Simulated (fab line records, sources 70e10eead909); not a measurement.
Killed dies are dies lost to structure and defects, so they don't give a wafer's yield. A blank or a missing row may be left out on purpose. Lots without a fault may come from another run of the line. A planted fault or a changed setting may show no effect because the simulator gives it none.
fab line records | flow nand_harc
record lots=5 wafers=15 last_day=33
route steps=1302 shown P_ZERO_WELL@29 END@1302
lots that met no fault: from a run of the same line without faults
start_h: hours from the record's first day to the start of the lot's first wafer shown | wait_h: hours since the lot's step before | " the same as in the row above | L1.1+2: a row that stands for several wafers | - no value, or no start given | * or withheld: withheld | < > ~ a bound
route shown NAME@n: a module of which the file shows steps, and the number in the route of the first | usual: mean/standard deviation of fault-free wafers | same: alike in all rows | chamber/n: place in a boat | sites: the reading at each site | _std_site: their standard deviation | _edge_site: outer sites' mean less inner sites' | radius_mm: how far each site lies from the wafer's centre | mask NAME#n: copy n | behind: the tool/chamber that last shaped the wafer | hold: why the lot was held/for how many hours/how that ended | device: the transistor (n, p or np) that didn't switch | end of line: the same wafers' tests at the end of the route | a step without rows: its recipe alone | killed: dies lost to structure and defects at the first sort, not the wafer's yield | map: a wafer's dies, x killed, . not, _ none there
set.NAME: the setting as run; set.NAME@STEP: as run at that earlier step | model.NAME: the simulator's own value behind a step, which no gauge read
lots at some steps of the route; a table a step, a row a wafer
services: from which hour (start_h, from the record's first day; less than 0 if before it) a tool's chamber was out of use, for how many hours, and why
## steps
# step NHARC_P_ZERO_WELL_CD_MEAS_24
# recipe target_cd_nm=720 landing_energy_ev=500
# usual cd_nm=721.0/2.2
# columns lot.wafer tool chamber start_h wait_h cd_nm
L921.1 cd_sem-01 0 62.79 - 718.8
L921.3 " 0 " " 717.6
L921.6 " 0 " " 721.2
L926.3 cd_sem-02 0 112.46 - 719.5
L926.4 " 0 " " 719.4
L926.5 " 0 " " 721.0
L933.2 cd_sem-01 0 182.75 - 720.4
L933.5 " 0 " " 717.2
L933.6 " 0 " " 718.3
L934.2 cd_sem-03 0 192.37 - 718.5
L934.4 " 0 " " 720.2
L934.6 " 0 " " 719.3
L940.2 cd_sem-02 0 252.83 - 718.4
L940.3 " 0 " " 720.9
L940.4 " 0 " " 720.5
# step NHARC_P_ZERO_WELL_HARDBAKE_25
# recipe temp_c=125 time_s=80
# step NHARC_P_ZERO_WELL_DESCUM_26
# recipe time_s=3 o2_flow_sccm=200 ar_flow_sccm=0 bias_power_w=0 chemistry=O2
# usual drypump_motor_current_A=5.9/0.56 mfc_ar_sccm=0.006/0.012 oes_product_au=1.000/0.012 rf_vpp_V=57.7/0.85 showerhead_plenum_p_Torr=1.89/0.059 throttle_valve_pct=11.312/0.0077
# columns lot.wafer tool chamber start_h wait_h drypump_motor_current_A mfc_ar_sccm oes_product_au rf_hours_counter_h rf_vpp_V showerhead_plenum_p_Torr throttle_valve_pct
L921.1 rie_diel-09 0 62.96 - 5.3 0 0.969 30 57.8 1.95 11.317
L921.3 " 1 " " 5.5 0.003 0.967 29 59.7 2.03 11.324
L921.6 " 0 " " 5.3 0 0.978 - 58.2 1.95 11.306
L926.3 rie_diel-12 1 112.61 - 6.1 0 1.005 1 57.4 1.89 11.305
L926.5 " 1 " " 6.2 0 0.995 - 56.8 1.89 11.315
L926.4 " 2 " " 5.8 0 1.004 - 57.8 1.91 11.316
L933.2 rie_diel-12 3 182.91 - 5.3 0.002 0.990 19 58.5 1.91 11.318
L933.6 " 3 " " 5.3 0.002 0.987 - 57.5 1.91 11.306
L933.5 " 0 " " 6.8 0.000 1.014 - 57.3 1.81 11.313
L934.4 rie_diel-12 3 192.54 - 5.4 0.002 0.983 24 58.3 1.90 11.301
L934.2 " 1 " " 6.1 0 1.014 21 56.6 1.88 11.305
L934.6 " 2 " " 5.8 0 1.008 - 59.1 1.90 11.324
L940.2 rie_diel-09 2 252.99 - 5.5 0.013 1.022 33 56.1 1.96 11.309
L940.4 " 3 " " 6.6 0.041 0.990 31 57.2 2.00 11.322
L940.3 " 1 " " 5.5 0.003 0.998 31 58.4 2.01 11.305
# step NHARC_P_ZERO_WELL_IMPLANT_27
# recipe energy_kev=600 dose_cm2=1e+13 tilt_deg=7
# step NHARC_P_ZERO_WELL_IMPLANT_57
# recipe energy_kev=250 dose_cm2=4e+12 tilt_deg=7
# step NHARC_P_ZERO_WELL_IMPLANT_58
# recipe energy_kev=100 dose_cm2=2e+12 tilt_deg=7
# step NHARC_P_ZERO_WELL_STRIP_28
# recipe time_s=840 temp_c=130 chemistry=SPM
# step NHARC_P_ZERO_WELL_DEHYDRATE_29
# recipe temp_c=150 time_s=120
# step NHARC_P_ZERO_WELL_HMDS_30
# recipe time_s=30
# step NHARC_P_ZERO_WELL_COAT_31
# recipe spin_rpm=withheld
# step NHARC_P_ZERO_WELL_SOFTBAKE_32
# recipe temp_c=122 time_s=95
# step NHARC_P_ZERO_WELL_EBR_33
# step NHARC_P_ZERO_WELL_EXPOSE_34
# recipe na=0.6 target_cd_nm=720 dose_mj=22.31 mask_id=P_PWELL
# columns lot.wafer tool chamber start_h wait_h mask
L921.1+3+6 krf_scanner-01 0 64.16 - P_PWELL#0
L926.3+4+5 krf_scanner-01 0 113.97 - P_PWELL#0
L933.2+5+6 krf_scanner-01 0 184.13 - P_PWELL_R1#0
L934.2+4+6 krf_scanner-01 0 193.73 - P_PWELL#0
L940.2+3+4 krf_scanner-01 0 254.23 - P_PWELL#0
# step NHARC_P_ZERO_WELL_PEB_35
# recipe peb_temp_c=118 peb_time_s=85
# step NHARC_P_ZERO_WELL_DEVELOP_36
# recipe time_s=70
# step NHARC_P_ZERO_WELL_CD_MEAS_37
# recipe target_cd_nm=720 landing_energy_ev=500
# usual cd_nm=718.3/2.2
# columns lot.wafer tool chamber start_h wait_h hold cd_nm
L921.1 cd_sem-01 0 64.31 - - 716.6
L921.3 " 0 " " - 717.5
L921.6 " 0 " " - 717.5
L926.3 cd_sem-01 0 114.12 - - 721.1
L926.4 " 0 " " - 720.6
L926.5 " 0 " " - 720.2
L933.2 cd_sem-01 0 184.28 - await_dispo/0.2h/release 655.1
L933.5 " 0 " " await_dispo/0.2h/release 653.8
L933.6 " 0 " " await_dispo/0.2h/release 653.5
L933.2 cd_sem-01 0 - - - 655.2
L933.5 " 0 " " - 653.8
L933.6 " 0 " " - 653.1
L934.2 cd_sem-03 0 193.88 - - 719.7
L934.4 " 0 " " - 718.7
L934.6 " 0 " " - 717.8
L940.2 cd_sem-03 0 254.38 - - 721.6
L940.3 " 0 " " - 720.6
L940.4 " 0 " " - 724.3
# step NHARC_END_SORT_01
# recipe temp_c=25
# usual killed_at_array=59/21 killed_at_other=1.0/1.1 killed_at_periphery=4.0/2.6 killed_dies=64/21 killed_open=3.2/1.7 killed_short=2.5/1.5
# same gross_dies=677
# columns lot.wafer tool chamber start_h wait_h killed_at_array killed_at_other killed_at_periphery killed_dies killed_open killed_short
L933.2 prober-02 0 706.47 2.8 66 1 8 75 4 5
L933.5 prober-02 0 708.92 3.8 51 2 7 60 2 1
L933.6 prober-02 0 709.73 4.1 51 1 6 58 7 2
# killed by level:class
L933.2 A_CHANNEL_HOLE_D1:chamber_film_flake=29 A_SLIT:chamber_film_flake=7 A_STAIRCASE:chamber_film_flake=5 A_DECK1_JOINT:chamber_film_flake=5 A_CONTACT:chamber_film_flake=5 A_CHANNEL_HOLE_D2:chamber_film_flake=4 P_STI:chamber_film_flake=3 A_M1:chamber_film_flake=3
L933.5 A_CHANNEL_HOLE_D1:chamber_film_flake=31 A_CONTACT:chamber_film_flake=6 P_ZERO_WELL:area_expose=5 A_STAIRCASE:chamber_film_flake=4 A_SLIT:chamber_film_flake=3 THIN_TSV:chamber_film_flake=2 A_WL_FILL:chamber_film_flake=2 P_CONTACT:geometric_particle:open=1
L933.6 A_CHANNEL_HOLE_D1:chamber_film_flake=29 P_ZERO_WELL:area_expose=6 A_STAIRCASE:chamber_film_flake=4 A_CONTACT:chamber_film_flake=4 A_CONTACT:geometric_particle:open=2 A_M1:chamber_film_flake=2 A_SOURCE_PLATE:geometric_particle:open=1 A_ONON_D1:geometric_particle:short=1
## services
# columns tool chamber start_h hours kind
rie_diel-12 0 50.03 - clean
rie_diel-12 1 50.03 - clean
rie_diel-12 2 50.03 - clean
rie_diel-12 3 50.03 - clean
rie_diel-12 2 53.57 15.2 repair
rie_diel-12 - 57.40 1.1 repair
rie_diel-12 0 74.53 - clean
rie_diel-12 1 74.53 - clean
rie_diel-12 2 74.53 - clean
rie_diel-12 3 74.53 - clean
rie_diel-12 - 94.18 9.0 pm
rie_diel-12 0 94.18 9.0 vent_cycle
rie_diel-12 1 94.18 9.0 vent_cycle
rie_diel-12 2 94.18 9.0 vent_cycle
rie_diel-12 3 94.18 9.0 vent_cycle
rie_diel-12 0 103.18 - clean
rie_diel-12 0 103.18 - consumable_replace:focus_ring
rie_diel-09 1 105.40 6.4 repair
rie_diel-12 3 111.89 15.3 repair
krf_scanner-01 - 122.71 1.1 repair
krf_scanner-01 - 140.00 4.0 pm
rie_diel-09 - 143.19 9.0 pm
krf_scanner-01 0 186.87 - calibration
rie_diel-09 1 198.29 6.4 repair
## key
first_sign step=NHARC_P_ZERO_WELL_EXPOSE_34 reading=mask direction=changed
effect step=NHARC_P_ZERO_WELL_CD_MEAS_37 reading=visit direction=added
effect step=NHARC_P_ZERO_WELL_CD_MEAS_37 reading=cd_nm direction=down sigmas=29 usual=718.3 struck=654.1
met_at NHARC_P_ZERO_WELL_EXPOSE_34
struck_wafers L933.2,L933.5,L933.6
tester_left_out L933
onset_between 113.97 184.13
fault kind=wrong_mask tool=any chamber=- onset_h=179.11 steps=NHARC_P_ZERO_WELL_EXPOSE_34 aux_copy=P_PWELL_R1#0 cd_offset_nm=-66.741 scope=struck_lots_only
# tester_left_out: of these lots the tester's yield and bins aren't shown, on N5 and GAA mostly nor the transistor test; their killed dies are dies lost to structure and defects alone, not to doping, threshold or leakage, so they don't give the yield
